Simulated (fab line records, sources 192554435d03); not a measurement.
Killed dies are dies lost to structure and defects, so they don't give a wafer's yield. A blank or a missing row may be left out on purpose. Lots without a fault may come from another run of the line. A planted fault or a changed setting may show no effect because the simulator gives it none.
Chamber matching | flow n5_finfet | N5_MOL_CONTACT_COAG_ETCH_47 on rie_diel-06: 4 sister chambers
The step etches SiNx in CH3F/O2, stops on W, target depth 27 nm. 4 wafers are shown with their chamber, then 11 later ones without.

WAFERS WITH THEIR CHAMBER
wafer  | chamber | drypump_motor_current_A (A)
L089.1 | 0       | 5.2
L089.3 | 2       | 4.9
L089.5 | 1       | 5.6
L090.2 | 3       | 5.6

WAFERS WITHOUT THEIR CHAMBER
wafer  | drypump_motor_current_A (A)
L090.3 | 4.9
L090.4 | 5.2
L091.1 | 5.6
L091.5 | 5.6
L091.6 | 5.7
L093.1 | 4.9
L093.3 | 5.6
L093.5 | 5.2
L094.1 | 5.6
L094.2 | 5.2
L094.5 | 5.7

WHICH CHAMBER EACH WENT THROUGH
wafer  | from the rows above     | in truth
L090.3 | 2                       | 2
L090.4 | 0                       | 0
L091.1 | can't be placed: 1 or 3 | 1
L091.5 | can't be placed: 1 or 3 | 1
L091.6 | can't be placed: 1 or 3 | 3
L093.1 | 2                       | 2
L093.3 | can't be placed: 1 or 3 | 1
L093.5 | 0                       | 0
L094.1 | can't be placed: 1 or 3 | 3
L094.2 | 0                       | 0
L094.5 | can't be placed: 1 or 3 | 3
Placed correctly: 5 of 11. Can't be placed from these rows: 6 (the true chamber is among the candidates in 6). Placed wrongly: 0.
How it was worked out, from the rows above alone: a wafer's distance from a chamber is the root of the sum, over the readings, of the square of ((its reading less the chamber's mean) divided by the reading's scatter). The wafer belongs to the nearest chamber; if the next one is less than 2 further off, it can't be placed. A chamber's mean is the mean of its shown wafers. The scatter: with one shown wafer a chamber, the root of the mean of the squares of how far each hidden wafer lies from its nearest shown one.
